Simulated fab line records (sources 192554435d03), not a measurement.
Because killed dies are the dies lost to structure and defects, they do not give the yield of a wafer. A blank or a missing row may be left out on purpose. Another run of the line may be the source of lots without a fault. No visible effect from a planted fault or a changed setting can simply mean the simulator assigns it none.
Chamber matching + flow n5-finfet + rie-diel-02 running N5_BEOL_M10_ETCH_62: 4 sister chambers
The step etches SOC in N2/H2, target depth 110 nm, overetch 22 nm, time 165 s. 18 wafers are shown with their chamber, then 9 later ones without.

## WAFERS PAIRED WITH THEIR CHAMBERS
| wafer  | chamber | drypump-motor-current-A (A) | oes-product-au (a.u.) | throttle-valve-pct (%) |
|--------|---------|-----------------------------|-----------------------|------------------------|
| L076.1 | 3       | 6.6                         | 0.59                  | 17.83                  |
| L076.4 | 1       | 5.9                         | 0.77                  | 17.66                  |
| L076.6 | 0       | 6.1                         | 0.57                  | 17.78                  |
| L075.2 | 1       | 5.9                         | 0.77                  | 17.67                  |
| L075.5 | 3       | 6.5                         | 0.59                  | 17.86                  |
| L075.6 | 0       | 6.1                         | 0.58                  | 17.79                  |
| L079.1 | 1       | 5.9                         | 0.75                  | 17.68                  |
| L079.4 | 0       | 6.1                         | 0.57                  | 17.81                  |
| L079.6 | 3       | 6.6                         | 0.58                  | 17.86                  |
| L088.1 | 3       | 6.6                         | 0.57                  | 17.87                  |
| L088.2 | 1       | 5.9                         | 0.73                  | 17.72                  |
| L088.3 | 2       | 5.6                         | 0.76                  | 17.74                  |
| L085.4 | 1       | 5.9                         | 0.73                  | 17.70                  |
| L085.5 | 2       | 5.6                         | 0.76                  | 17.74                  |
| L085.6 | 3       | 6.6                         | 0.57                  | 17.87                  |
| L087.1 | 0       | 6.1                         | 0.82                  | 17.38                  |
| L087.2 | 1       | 5.9                         | 0.73                  | 17.70                  |
| L087.3 | 2       | 5.6                         | 0.75                  | 17.74                  |

SIGNATURES (averages over the wafers above)
| reading                 | chamber 0 | chamber 1 | chamber 2 | chamber 3 | scatter within a chamber |
|-------------------------|-----------|-----------|-----------|-----------|--------------------------|
| drypump-motor-current-A | 6.100     | 5.900     | 5.600     | 6.580     | 0.0239                   |
| oes-product-au          | 0.6350    | 0.7467    | 0.7567    | 0.5800    | 0.0586                   |
| throttle-valve-pct      | 17.6900   | 17.6883   | 17.7400   | 17.8580   | 0.0972                   |
Rule: for each reading, subtract the chamber's mean from the wafer's reading, divide by that reading's scatter and square the result; add these up over the readings and take the root, which gives the wafer's distance from the chamber. The wafer belongs to the nearest chamber; if the next one is less than 2 further off, it can't be placed. How the scatter is found: for the shown wafers, subtract from each reading the mean of its chamber, square and add these, divide the total by (wafers less chambers), then take the root.

## WAFERS WITH NO CHAMBER GIVEN
| wafer  | drypump-motor-current-A (A) | oes-product-au (a.u.) | throttle-valve-pct (%) |
|--------|-----------------------------|-----------------------|------------------------|
| L090.2 | 5.9                         | 0.71                  | 17.75                  |
| L090.3 | 5.6                         | 0.73                  | 17.75                  |
| L090.5 | 6.5                         | 0.82                  | 17.50                  |
| L094.1 | 5.6                         | 0.73                  | 17.78                  |
| L094.2 | 6.1                         | 0.76                  | 17.41                  |
| L094.3 | 6.6                         | 0.80                  | 17.50                  |
| L095.3 | 5.9                         | 0.69                  | 17.75                  |
| L095.5 | 6.1                         | 0.76                  | 17.41                  |
| L095.6 | 6.6                         | 0.80                  | 17.49                  |

## WHICH CHAMBER EACH WENT THROUGH
| wafer  | from the rows above | in truth |
|--------|---------------------|----------|
| L090.2 | 1                   | 1        |
| L090.3 | 2                   | 2        |
| L090.5 | 3                   | 3        |
| L094.1 | 2                   | 2        |
| L094.2 | 0                   | 0        |
| L094.3 | 3                   | 3        |
| L095.3 | 1                   | 1        |
| L095.5 | 0                   | 0        |
| L095.6 | 3                   | 3        |
Correctly placed: 9 of 9. From these rows, 0 cannot be placed. Wrongly placed: 0.
